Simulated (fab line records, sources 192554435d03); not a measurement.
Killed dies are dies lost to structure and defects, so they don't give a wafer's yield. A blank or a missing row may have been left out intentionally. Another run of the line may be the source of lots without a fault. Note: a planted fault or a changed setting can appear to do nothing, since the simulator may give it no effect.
fab line records	flow n5Finfet
record lots=7	wafers=21
route steps=1938 shown BEOL_M13@1685 BEOL_M14@1722 BEOL_M15@1800 PAD_METAL@1895
startH: start of the lot's first displayed wafer, in hours after the record's first day	waitH: hours since the lot's step before	" as in the row above	L1.1+2: a row that stands for several wafers	- either no value or no given start	* or withheld: withheld	< > ~ a bound
route shown NAME@n: NAME is a module with steps in the file, n the number in the route of the first one	usual: mean/standard deviation taken from wafers without a fault	same: alike in all rows	chamber/n: place in a boat	sites: the reading at each site	_std_site: the standard deviation of these	_edge_site: inner sites' mean taken away from outer sites' mean	radiusMm: for every site, how far away it sits from the centre of the wafer	mask NAME#n: copy n	behind: tool/chamber where the wafer was last shaped	hold: cause of the lot's hold/its duration in hours/its outcome	device: which transistor (n, p or np) failed to switch	end of line: the same wafers' tests at the end of the route	a step with no rows: only its recipe	killed: dies that structure and defects cost at the first sort, which is not the same as the wafer's yield	map: a wafer's dies, x killed, . not, _ none there
set.NAME: the setting the step ran with; set.NAME@STEP: the setting that earlier step ran with	model.NAME: the simulator's own value behind a step, which no gauge read
lots where settings were altered on purpose, with a table for each step and a row for each wafer
## steps
# step N5_BEOL_M13_EXPOSE_25
# recipe maskId=M13	na=0.93	sourceShape=conventional	sigmaOuter=0.4	polarization=unpolarized	targetCdNm=210	doseMj=22
lot.wafer	tool	chamber	startH	waitH	mask	set.doseMj
L074.2	krfScanner-01	0	259.06	-	M13#0	22
L074.3+4	"	0	"	"	M13#0	23.11
L078.2	krfScanner-01	0	295.74	-	M13#0	23.3
L078.3+5	"	0	"	"	M13#0	22
L081.1+4	krfScanner-02	0	298.41	-	M13#0	23.36
L081.3	"	0	"	"	M13#0	22
L084.1+6	krfScanner-02	0	315.92	-	M13#0	23.25
L084.2	"	0	"	"	M13#0	22
L089.2+4+6	krfScanner-01	0	347.81	-	M13#0	22
L091.2	krfScanner-02	0	363.43	-	M13#0	23.06
L091.3+5	"	0	"	"	M13#0	22
L097.1+4+5	krfScanner-01	0	440.22	-	M13#0	22
# step N5_BEOL_M13_PEB_26
# recipe pebTempC=130	pebTimeS=90
# step N5_BEOL_M13_DEVELOP_27
# recipe developTimeS=45	rinseLiquid=diw	dry=airSpin	devTempC=21
# step N5_BEOL_M13_HARDBAKE_32
# recipe tempC=130	timeS=120
# step N5_BEOL_M13_CD_MEAS_28
# recipe targetCdNm=209.5	landingEnergyEv=500	detector=seInlens
# usual cdNm=210.6/1.2
lot.wafer	tool	chamber	startH	waitH	set.doseMj@BEOL_M13_EXPOSE_25	cdNm
L074.2	cdSem-03	0	259.23	-	22	211.7
L074.3	"	0	"	"	23.11	214.8
L074.4	"	0	"	"	23.11	216.4
L078.2	cdSem-02	0	295.91	-	23.3	216.1
L078.3	"	0	"	"	22	211.1
L078.5	"	0	"	"	22	209.9
L081.1	cdSem-03	0	298.58	-	23.36	217.8
L081.3	"	0	"	"	22	209.6
L081.4	"	0	"	"	23.36	216.7
L084.1	cdSem-01	0	316.09	-	23.25	214.8
L084.2	"	0	"	"	22	211.6
L084.6	"	0	"	"	23.25	215.2
L089.2	cdSem-02	0	347.98	-	22	209.9
L089.4	"	0	"	"	22	209.9
L089.6	"	0	"	"	22	209.9
L091.2	cdSem-01	0	363.60	-	23.06	215.1
L091.3	"	0	"	"	22	210.3
L091.5	"	0	"	"	22	212.2
L097.1	cdSem-02	0	440.39	-	22	208.4
L097.4	"	0	"	"	22	207.4
L097.5	"	0	"	"	22	207.7
# step N5_BEOL_M13_DESCUM_33
# recipe chemistry=O2	timeS=7.9	sourcePowerW=50	biasPowerW=20	pressureMtorr=20	rfFrequencyHz=2.712e+07	tempC=40	o2FlowSccm=225
lot.wafer	tool	chamber	startH	waitH	set.doseMj@BEOL_M13_EXPOSE_25	model.BEOL_M13.cdNm
L074.2	rieDiel-05	0	259.31	0.0	22	211.6
L074.3	"	1	"	"	23.11	215
L074.4	"	2	"	"	23.11	216.2
L078.2	rieDiel-06	2	296.00	0.0	23.3	216
L078.3	"	1	"	"	22	210.6
L078.5	"	2	"	"	22	210.4
L081.1	rieDiel-06	0	298.67	0.0	23.36	218
L081.3	"	2	"	"	22	209.8
L081.4	"	0	"	"	23.36	217
L084.1	rieDiel-03	1	316.18	0.0	23.25	214.8
L084.2	"	0	"	"	22	211.6
L084.6	"	2	"	"	23.25	215.4
L089.2	rieDiel-03	2	348.06	0.0	22	210
L089.4+6	"	1,2	"	"	22	210.2
L091.2	rieDiel-06	1	363.69	0.0	23.06	215
L091.3	"	2	"	"	22	210.4
L091.5	"	3	"	"	22	212.2
L097.1	rieDiel-06	2	440.48	0.0	22	208.2
L097.4+5	"	0,2	"	"	22	207.8
# step N5_BEOL_M13_ETCH_67
# recipe chemistry=CF4	target=SiARC	targetDepthA=1430	timeS=238.3	ionEnergyEv=80	pressureMtorr=40	sourceW=545	biasW=36	Ar_flow_sccm=100	cf4FlowSccm=100	ends=cleared
lot.wafer	tool	chamber	startH	waitH	set.spinRpm@BEOL_M13_COAT_66	model.etch.depthNm	model.coat_of_BEOL_M13_COAT_22.thkNm
L074.2	rieDiel-05	0	259.35	0.0	1596	106.3	213.8
L074.3	"	1	"	"	1596	106.2	213.6
L074.4	"	2	"	"	1500	109.9	210.8
L078.2	rieDiel-06	2	296.03	0.0	1500	109.8	211.4
L078.3	"	1	"	"	1425	112.5	209.6
L078.5	"	2	"	"	1425	112.8	210.4
L081.1	rieDiel-06	0	298.70	0.0	1418	113.4	210.4
L081.3	"	2	"	"	1418	113.2	210.6
L081.4	"	0	"	"	1500	110.1	212.2
L084.1	rieDiel-03	1	316.21	0.0	1500	110.8	212.6
L084.2	"	0	"	"	1500	110.2	213.6
L084.6	"	2	"	"	1500	110.5	211.6
L089.2	rieDiel-03	2	348.10	0.0	1500	109.9	211.4
L089.4	"	1	"	"	1634	105.2	214.2
L089.6	"	2	"	"	1500	109.6	211.8
L091.2	rieDiel-06	1	363.72	0.0	1385	114.6	207.2
L091.3	"	2	"	"	1385	114.2	208.4
L091.5	"	3	"	"	1500	110	211
L097.1	rieDiel-06	2	440.52	0.0	1500	110	210
L097.4	"	0	"	"	1500	109.7	210.6
L097.5	"	2	"	"	1500	110.1	211.2
# step N5_BEOL_M13_ETCH_68
# recipe chemistry=N2/H2	target=SOC	maskMaterial=SiARC	sourceW=3000	biasW=350	tempC=40	timeS=355	ionEnergyEv=200	pressureMtorr=30	n2FlowSccm=200	h2FlowSccm=200
lot.wafer	tool	chamber	startH	waitH	set.spinRpm@BEOL_M13_COAT_66	set.doseMj@BEOL_M13_EXPOSE_25	model.BEOL_M13.cdNm	model.SiARC_of_BEOL_M13_COAT_66.thkNm
L074.2	rieDiel-05	0	259.49	0.1	1596	22	211.2	74.4
L074.3	"	1	"	"	1596	23.11	216.2	73
L074.4	"	2	"	"	1500	23.11	215.2	76.8
L078.2	rieDiel-06	2	296.18	0.1	1500	23.3	217.8	77
L078.3	"	1	"	"	1425	22	212.4	78.8
L078.5	"	2	"	"	1425	22	212.4	80.2
L081.1	rieDiel-06	0	298.85	0.1	1418	23.36	218.4	81
L081.3	"	2	"	"	1418	22	211.2	80.4
L081.4	"	0	"	"	1500	23.36	217.8	77.8
L084.1	rieDiel-03	1	316.36	0.1	1500	23.25	216.2	77
L084.2	"	0	"	"	1500	22	211.2	77.4
L084.6	"	2	"	"	1500	23.25	217	77.6
L089.2	rieDiel-03	2	348.24	0.1	1500	22	210.8	77.4
L089.4	"	1	"	"	1634	22	211.4	72
L089.6	"	2	"	"	1500	22	210	77
L091.2	rieDiel-06	1	363.87	0.1	1385	23.06	218.2	80.8
L091.3	"	2	"	"	1385	22	213.2	81.4
L091.5	"	3	"	"	1500	22	214.8	77.6
L097.1	rieDiel-06	2	440.66	0.1	1500	22	209.6	77.4
L097.4	"	0	"	"	1500	22	209.8	77.6
L097.5	"	2	"	"	1500	22	208.2	77.6
# step N5_BEOL_M13_STRIP_69
# recipe chemistry=N2/H2	tempC=40	n2FlowSccm=200	h2FlowSccm=200	rfFrequencyHz=6e+07
# step N5_BEOL_M13_TRENCH_ETCH_34
# recipe chemistry=C4F8/O2/Ar	target=SiOC	targetDepthA=4134.7	maskMaterial=SOC	pressureMtorr=30	sourceW=3000	biasW=700	Ar_flow_sccm=400	C4F8_flow_sccm=15	O2_flow_sccm=8	heInnerTorr=15	heOuterTorr=30	timeS=162.6	ionEnergyEv=250
lot.wafer	tool	chamber	startH	waitH	set.doseMj@BEOL_M13_EXPOSE_25	model.BEOL_M13.cdNm
L074.2	rieDiel-05	0	259.71	0.0	22	211.6
L074.3	"	1	"	"	23.11	216.2
L074.4	"	2	"	"	23.11	215.2
L078.2	rieDiel-06	2	296.40	0.0	23.3	218
L078.3	"	1	"	"	22	212.4
L078.5	"	2	"	"	22	212.6
L081.1	rieDiel-06	0	299.07	0.0	23.36	218.2
L081.3	"	2	"	"	22	211.2
L081.4	"	0	"	"	23.36	217.8
L084.1	rieDiel-03	1	316.58	0.0	23.25	216
L084.2	"	0	"	"	22	211.6
L084.6	"	2	"	"	23.25	217
L089.2+4	rieDiel-03	2,1	348.47	0.0	22	211.2
L089.6	"	2	"	"	22	210.4
L091.2	rieDiel-06	1	364.09	0.0	23.06	218.6
L091.3	"	2	"	"	22	213.6
L091.5	"	3	"	"	22	214.4
L097.1	rieDiel-06	2	440.88	0.0	22	209.8
L097.4	"	0	"	"	22	209.4
L097.5	"	2	"	"	22	208.6
# step N5_BEOL_M13_DEP_53
# recipe material=SiCN	targetThkA=500	tempC=withheld	precursor=3MS/NH3	pressureTorr=3	rfW=675	timeS=17.8
lot.wafer	tool	chamber	startH	waitH	set.timeS	model.SiCN_of_BEOL_M13_DEP_53.thkNm
L074.2	pecvd-04	2	263.49	0.0	16.93	48.6
L074.3	"	1	"	"	16.93	48.2
L074.4	"	2	"	"	17.8	51
L078.2+3	pecvd-02	0,1	298.24	0.0	15.77	43.8
L078.5	"	1	"	"	17.8	50
L081.1	pecvd-03	2	301.86	0.0	16.74	47
L081.3	"	0	"	"	17.8	49.2
L081.4	"	1	"	"	17.8	49.8
L084.1	pecvd-02	1	320.90	0.0	17.03	47.4
L084.2+6	"	0,1	"	"	17.8	49.8
L089.2	pecvd-02	2	354.15	0.0	19.68	54.2
L089.4	"	2	"	"	17.8	50.4
L089.6	"	0	"	"	19.68	56.2
L091.2	pecvd-04	2	368.17	0.0	16.85	47.6
L091.3	"	0	"	"	17.8	50.2
L091.5	"	1	"	"	16.85	48.2
L097.1	pecvd-02	0	444.60	0.0	17.8	49
L097.4	"	0	"	"	17.8	50
L097.5	"	2	"	"	17.8	51
# step N5_BEOL_M14_EXPOSE_07
# recipe maskId=V13	na=0.8	sourceShape=annular	sigmaInner=0.5	sigmaOuter=0.8	polarization=unpolarized	attpsmPhaseDeg=180	doseMj=57
lot.wafer	tool	chamber	startH	waitH	mask	set.doseMj
L074.2	krfScanner-01	0	263.98	-	V13#0	57
L074.3+4	"	0	"	"	V13#0	55.19
L078.2+3	krfScanner-01	0	298.90	-	V13#0	54.99
L078.5	"	0	"	"	V13#0	57
L081.1+4	krfScanner-02	0	302.43	-	V13#0	61.26
L081.3	"	0	"	"	V13#0	57
L084.1+2	krfScanner-01	0	321.47	-	V13#0	57
L084.6	"	0	"	"	V13#0	60.91
L089.2+4	krfScanner-01	0	354.73	-	V13#0	54.82
L089.6	"	0	"	"	V13#0	57
L091.2+5	krfScanner-02	0	368.63	-	V13#0	58.26
L091.3	"	0	"	"	V13#0	57
L097.1+4+5	krfScanner-01	0	445.05	-	V13#0	57
# step N5_BEOL_M14_PEB_08
# recipe pebTempC=130	pebTimeS=90
# step N5_BEOL_M14_DEVELOP_09
# recipe developTimeS=45	rinseLiquid=diw	dry=airSpin	devTempC=21
# step N5_BEOL_M14_HARDBAKE_14
# recipe tempC=130	timeS=120
# step N5_BEOL_M14_CD_MEAS_10
# recipe targetCdNm=250	landingEnergyEv=500	detector=seInlens	polarity=opening
# usual cdNm=250.8/1.8
lot.wafer	tool	chamber	startH	waitH	set.doseMj@BEOL_M14_EXPOSE_07	cdNm
L074.2	cdSem-01	0	264.15	-	57	248.3
L074.3	"	0	"	"	55.19	245.1
L074.4	"	0	"	"	55.19	244.5
L078.2	cdSem-03	0	299.07	-	54.99	242.7
L078.3	"	0	"	"	54.99	242.0
L078.5	"	0	"	"	57	250.9
L081.1	cdSem-03	0	302.61	-	61.26	262.6
L081.3	"	0	"	"	57	249.6
L081.4	"	0	"	"	61.26	262.4
L084.1	cdSem-01	0	321.65	-	57	251.7
L084.2	"	0	"	"	57	252.8
L084.6	"	0	"	"	60.91	261.5
L089.2	cdSem-03	0	354.90	-	54.82	241.2
L089.4	"	0	"	"	54.82	243.6
L089.6	"	0	"	"	57	249.0
L091.2	cdSem-03	0	368.80	-	58.26	254.3
L091.3	"	0	"	"	57	249.6
L091.5	"	0	"	"	58.26	254.2
L097.1	cdSem-01	0	445.23	-	57	249.5
L097.4	"	0	"	"	57	252.8
L097.5	"	0	"	"	57	247.8
# step N5_BEOL_M14_STRIP_71
# recipe chemistry=postEtchResidueRemover	timeS=60	tempC=25	removerPh=withheld	removerWaterWtPct=withheld	removerFluorideWtPct=withheld
# step N5_BEOL_M14_SRD_72
# recipe timeS=30	tempC=23	rinseLiquid=diw	dry=n2Spin	spinRpm=1500	dryTimeS=30
# step N5_BEOL_M14_CD_MEAS_17
# recipe targetCdNm=250	polarity=opening
# usual cdNm=251.9/2.2
lot.wafer	tool	chamber	startH	waitH	set.doseMj@BEOL_M14_EXPOSE_07	cdNm
L074.2	cdSem-01	-	264.75	0.0	57	249.3
L074.3	"	-	"	"	55.19	246.1
L074.4	"	-	"	"	55.19	246.6
L078.2	cdSem-01	-	299.65	0.0	54.99	243.3
L078.3	"	-	"	"	54.99	242.0
L078.5	"	-	"	"	57	251.9
L081.1	cdSem-02	-	303.14	0.0	61.26	264.0
L081.3	"	-	"	"	57	249.8
L081.4	"	-	"	"	61.26	264.7
L084.1	cdSem-03	-	322.19	0.0	57	250.8
L084.2	"	-	"	"	57	253.5
L084.6	"	-	"	"	60.91	263.7
L089.2	cdSem-02	-	355.43	0.0	54.82	241.6
L089.4	"	-	"	"	54.82	245.0
L089.6	"	-	"	"	57	249.6
L091.2	cdSem-03	-	369.38	0.0	58.26	254.7
L091.3	"	-	"	"	57	251.0
L091.5	"	-	"	"	58.26	254.9
L097.1	cdSem-03	-	445.75	0.0	57	249.1
L097.4	"	-	"	"	57	253.5
L097.5	"	-	"	"	57	247.0
# step N5_BEOL_M15_EXPOSE_25
# recipe maskId=M15	na=0.8	sourceShape=annular	sigmaInner=0.5	sigmaOuter=0.8	polarization=unpolarized	targetCdNm=400	doseMj=35.5
lot.wafer	tool	chamber	startH	waitH	mask	set.doseMj
L074.2+3+4	krfScanner-02	0	271.66	-	M15#0	35.5
L078.2+5	krfScanner-02	0	307.98	-	M15#0	35.5
L078.3	"	0	"	"	M15#0	37.27
L081.1+3	krfScanner-02	0	310.36	-	M15#0	36.75
L081.4	"	0	"	"	M15#0	35.5
L084.1	krfScanner-02	0	329.40	-	M15#0	36.67
L084.2+6	"	0	"	"	M15#0	35.5
L089.2+4+6	krfScanner-02	0	363.77	-	M15#0	35.5
L091.2+5	krfScanner-02	0	379.38	-	M15#0	35.5
L091.3	"	0	"	"	M15#0	36.27
L097.1+4+5	krfScanner-01	0	455.15	-	M15#0	35.5
# step N5_BEOL_M15_DEVELOP_27
# recipe developTimeS=45	rinseLiquid=diw	dry=airSpin	devTempC=21
lot.wafer	tool	chamber	startH	waitH	set.developTimeS
L074.2+4	lithoTrack-03	0	-	-	47.67
L074.3	"	0	"	"	45
L078.2	lithoTrack-03	0	-	-	41.15
L078.3+5	"	0	"	"	45
L081.1+3+4	lithoTrack-03	0	-	-	45
L084.1+6	lithoTrack-03	0	-	-	36.08
L084.2	"	0	"	"	45
L089.2+4+6	lithoTrack-01	0	-	-	45
L091.2	lithoTrack-03	0	-	-	45
L091.3+5	"	0	"	"	41.74
L097.1+4+5	lithoTrack-03	0	-	-	45
# step N5_BEOL_M15_HARDBAKE_32
# recipe tempC=130	timeS=120
# step N5_BEOL_M15_CD_MEAS_28
# recipe targetCdNm=407.6	landingEnergyEv=500	detector=seInlens
# usual cdNm=408.2/2.3
lot.wafer	tool	chamber	startH	waitH	set.doseMj@BEOL_M15_EXPOSE_25	cdNm
L074.2	cdSem-02	0	271.83	-	35.5	406.7
L074.3	"	0	"	"	35.5	406.0
L074.4	"	0	"	"	35.5	407.1
L078.2	cdSem-02	0	308.15	-	35.5	407.2
L078.3	"	0	"	"	37.27	416.4
L078.5	"	0	"	"	35.5	407.9
L081.1	cdSem-02	0	310.53	-	36.75	414.0
L081.3	"	0	"	"	36.75	415.2
L081.4	"	0	"	"	35.5	408.9
L084.1	cdSem-02	0	329.57	-	36.67	410.7
L084.2	"	0	"	"	35.5	406.1
L084.6	"	0	"	"	35.5	404.3
L089.2	cdSem-01	0	363.94	-	35.5	409.7
L089.4	"	0	"	"	35.5	409.1
L089.6	"	0	"	"	35.5	412.7
L091.2	cdSem-02	0	379.55	-	35.5	405.9
L091.3	"	0	"	"	36.27	410.5
L091.5	"	0	"	"	35.5	410.1
L097.1	cdSem-01	0	455.32	-	35.5	404.4
L097.4	"	0	"	"	35.5	404.8
L097.5	"	0	"	"	35.5	406.6
# step N5_BEOL_M15_DESCUM_33
# recipe chemistry=O2	timeS=7.9	sourcePowerW=50	biasPowerW=20	pressureMtorr=20	rfFrequencyHz=2.712e+07	tempC=40	o2FlowSccm=225
lot.wafer	tool	chamber	startH	waitH	set.doseMj@BEOL_M15_EXPOSE_25	model.BEOL_M15.cdNm
L074.2	rieDiel-03	0	271.92	0.0	35.5	406.4
L074.3	"	2	"	"	35.5	406
L074.4	"	1	"	"	35.5	407.2
L078.2	rieDiel-03	0	308.23	0.0	35.5	407.2
L078.3	"	3	"	"	37.27	416.6
L078.5	"	3	"	"	35.5	407.8
L081.1	rieDiel-05	0	310.62	0.0	36.75	414
L081.3	"	2	"	"	36.75	415
L081.4	"	3	"	"	35.5	409.4
L084.1	rieDiel-06	0	329.66	0.0	36.67	410.4
L084.2	"	3	"	"	35.5	406
L084.6	"	3	"	"	35.5	403.8
L089.2	rieDiel-05	2	364.20	0.2	35.5	409.4
L089.4	"	3	"	"	35.5	409.2
L089.6	"	1	"	"	35.5	412.2
L091.2	rieDiel-06	2	380.13	0.5	35.5	405.8
L091.3	"	3	"	"	36.27	409.8
L091.5	"	1	"	"	35.5	410
L097.1	rieDiel-03	2	455.41	0.0	35.5	404.4
L097.4	"	2	"	"	35.5	404.6
L097.5	"	3	"	"	35.5	406.2
# step N5_BEOL_M15_ETCH_61
# recipe chemistry=N2/H2	target=BARC	targetDepthA=890	overetchA=267	timeS=67.9	ionEnergyEv=200	pressureMtorr=30	sourceW=840	biasW=150	n2FlowSccm=200	h2FlowSccm=200
lot.wafer	tool	chamber	startH	waitH	set.doseMj@BEOL_M15_EXPOSE_25	model.BEOL_M15.cdNm
L074.2	rieDiel-03	0	271.95	0.0	35.5	398.6
L074.3	"	2	"	"	35.5	399.4
L074.4	"	1	"	"	35.5	400.8
L078.2	rieDiel-03	0	308.27	0.0	35.5	399
L078.3	"	3	"	"	37.27	408.8
L078.5	"	3	"	"	35.5	400
L081.1	rieDiel-05	0	310.66	0.0	36.75	405.6
L081.3	"	2	"	"	36.75	407.6
L081.4	"	3	"	"	35.5	401.8
L084.1	rieDiel-06	0	329.69	0.0	36.67	402
L084.2	"	3	"	"	35.5	398.4
L084.6	"	3	"	"	35.5	396.4
L089.2	rieDiel-05	2	364.23	0.0	35.5	402.4
L089.4	"	3	"	"	35.5	401.8
L089.6	"	1	"	"	35.5	406.2
L091.2	rieDiel-06	2	380.17	0.0	35.5	398.6
L091.3	"	3	"	"	36.27	401.4
L091.5	"	1	"	"	35.5	401.6
L097.1	rieDiel-03	2	455.45	0.0	35.5	397
L097.4	"	2	"	"	35.5	397.2
L097.5	"	3	"	"	35.5	399
# step N5_PASSIVATION_SPUTTER_20
# recipe material=TaN	targetThkA=500	tempC=25	chamberPressurePa=0.4
lot.wafer	tool	chamber	startH	waitH	set.targetThkA	model.TaN_of_PASSIVATION_SPUTTER_20.thkNm
L074.2+4	pvdSputter-03	-	282.20	0.0	500	50
L074.3	"	-	"	"	561.9	56.2
L078.2	pvdSputter-01	-	326.60	0.0	517.3	52
L078.3	"	-	"	"	500	49.6
L078.5	"	-	"	"	500	50.2
L081.1	pvdSputter-02	-	326.90	0.0	500	49.4
L081.3+4	"	-	"	"	471.6	45.8
L084.1	pvdSputter-01	-	339.24	0.0	500	50.8
L084.2+6	"	-	"	"	500	51
L089.2	pvdSputter-02	-	385.12	0.0	500	49.4
L089.4	"	-	"	"	500	49.6
L089.6	"	-	"	"	500	49.2
L091.2+3	pvdSputter-01	-	391.64	0.0	542.8	54.2
L091.5	"	-	"	"	500	50.2
L097.1+4	pvdSputter-01	-	464.36	0.0	500	50
L097.5	"	-	"	"	500	49.8
## key
split step=N5_BEOL_M13_EXPOSE_25	setting=doseMj	stated=22	by=wafer
response step=N5_BEOL_M13_CD_MEAS_28	reading=cdNm	change=+0.897	per=1%	r=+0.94
response step=N5_BEOL_M13_DESCUM_33	reading=model.BEOL_M13.cdNm	change=+0.896	per=1%	r=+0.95
response step=N5_BEOL_M13_ETCH_68	reading=model.BEOL_M13.cdNm	change=+0.962	per=1%	r=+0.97
response step=N5_BEOL_M13_TRENCH_ETCH_34	reading=model.BEOL_M13.cdNm	change=+0.943	per=1%	r=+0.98
split step=N5_BEOL_M13_DEP_53	setting=timeS	stated=17.8	by=wafer
response step=N5_BEOL_M13_DEP_53	reading=model.SiCN_of_BEOL_M13_DEP_53.thkNm	change=+0.493	per=1%	r=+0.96
split step=N5_BEOL_M14_EXPOSE_07	setting=doseMj	stated=57	by=wafer
response step=N5_BEOL_M14_CD_MEAS_10	reading=cdNm	change=+1.63	per=1%	r=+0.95
response step=N5_BEOL_M14_CD_MEAS_17	reading=cdNm	change=+1.82	per=1%	r=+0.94
split step=N5_BEOL_M15_EXPOSE_25	setting=doseMj	stated=35.5	by=wafer
response step=N5_BEOL_M15_CD_MEAS_28	reading=cdNm	change=+1.66	per=1%	r=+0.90
response step=N5_BEOL_M15_DESCUM_33	reading=model.BEOL_M15.cdNm	change=+1.62	per=1%	r=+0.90
response step=N5_BEOL_M15_ETCH_61	reading=model.BEOL_M15.cdNm	change=+1.54	per=1%	r=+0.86
split step=N5_BEOL_M15_DEVELOP_27	setting=developTimeS	stated=45	by=wafer
response none clear
split step=N5_PASSIVATION_SPUTTER_20	setting=targetThkA	stated=500	by=wafer
response step=N5_PASSIVATION_SPUTTER_20	reading=model.TaN_of_PASSIVATION_SPUTTER_20.thkNm	change=+0.512	per=1%	r=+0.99
split outsideThisFile step=N5_BEOL_M13_COAT_66 setting=spinRpm
# split outsideThisFile: this setting was split too, and the file shows its column; the key of that split is in another file
